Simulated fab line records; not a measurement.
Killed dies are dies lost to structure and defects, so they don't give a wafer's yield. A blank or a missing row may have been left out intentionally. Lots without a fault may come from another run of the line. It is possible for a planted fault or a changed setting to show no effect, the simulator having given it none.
Comparing a struck lot with a sound one    flow nand harc    14 out of 1159 route steps
Sound: wafers L488.2, L488.3, L488.4. Struck: wafer L476.3. (L476.1, L476.6 of the same lot were not struck and are left out.) The cause comes at the end.
At each step with rows: each side's tool, then ch and its chambers, then its first start. Under that, the readings that differ: sound wafers    struck wafers    difference of the means    sigmas: that difference in standard deviations of wafers without a fault.
alike: a reading whose means differ by less than 2 such deviations, as well as words and numbers matching on both sides. not compared: withheld readings; readings where some wafer has no value; bounds like >300 that might hide an equal value; numbers whose values overlap and for which the record gives no deviation.
A row with sigmas, a row that says differs or no value, or rows on one side alone: a step with any of these is where the two part. Numbers that have no deviation but don't overlap get no sigmas and don't part them. A reading that every wafer of one side lacks parts them only if that side has two wafers or more.

first, 9 steps without rows for these wafers: NHARC_A_STAIRCASE_DEHYDRATE_158 (time 120 s); NHARC_A_STAIRCASE_HMDS_159 (time 30 s); NHARC_A_STAIRCASE_COAT_160; NHARC_A_STAIRCASE_SOFTBAKE_161 (time 170 s); NHARC_A_STAIRCASE_EBR_162; NHARC_A_STAIRCASE_EXPOSE_163 (exposes mask STAIR OPEN); NHARC_A_STAIRCASE_PEB_164 (peb time 130 s); NHARC_A_STAIRCASE_DEVELOP_165 (time 140 s); NHARC_A_STAIRCASE_HARDBAKE_167 (time 140 s).
NHARC_A_STAIRCASE_DESCUM_168: chemistry O2, time 3 s.
  sound on rie diel-11 ch 0,1,2, day 14 14:00; struck on rie diel-11 ch 2, day 11 14:01
reading                 sound     struck  difference  sigmas
rf hours counter h (h)  47 47 46  18      -29         
  alike: drypump motor current A, oes product au, rf vpp V, showerhead plenum p Torr, throttle valve pct
NHARC_A_STAIRCASE_ETCH_169: etches the open film in CH3F/O2, target depth 50 nm, time 107.1 s.
  sound on rie diel-11 ch 0,1,2, day 14 14:05; struck on rie diel-11 ch 2, day 11 14:07
reading                 sound     struck  difference  sigmas
rf hours counter h (h)  46 47 47  18      -29         
  alike: drypump motor current A, oes product au, rf vpp V, run length s, showerhead plenum p Torr, throttle valve pct
NHARC_A_STAIRCASE_ETCH_170: etches the open film in C4F6/O2, target depth 200 nm, time 66.667 s.
  sound on rie diel-11 ch 1,2,3, day 14 14:12; struck on rie diel-11 ch 2, day 11 14:14
reading                 sound           struck  difference  sigmas
rf hours counter h (h)  46 46 47        18      -28         
run length s (s)        89.2 87.3 87.4  97.9    +9.9        +24
  alike: c4f6 flow sccm, drypump motor current A, oes product au, rf vpp V, showerhead plenum p Torr, throttle valve pct
NHARC_A_STAIRCASE_STRIP_171: strips in O2.
  sound on plasma asher-02 ch 0,1, day 14 14:19; struck on plasma asher-02 ch 0, day 11 14:21
  alike: drypump motor current A, heater power w
  not compared: rf hours counter h
-- jump in the record: it breaks off in module A_STAIRCASE and resumes in module END (first step shown: number 1159 of the route), and 9 days separate the struck wafers' starts before and after --
NHARC_END_SORT_01:
  at this point the record logs the struck wafers (prober-02 ch 0, day 20 13:25) and has no rows for the sound ones

## WHERE THEY PART
First at NHARC_A_STAIRCASE_ETCH_170; last, within this record, at NHARC_END_SORT_01.

WHY: what the simulator had put in
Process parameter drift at NHARC_A_STAIRCASE_ETCH_170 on rie diel-11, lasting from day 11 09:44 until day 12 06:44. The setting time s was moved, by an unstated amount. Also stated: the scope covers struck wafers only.
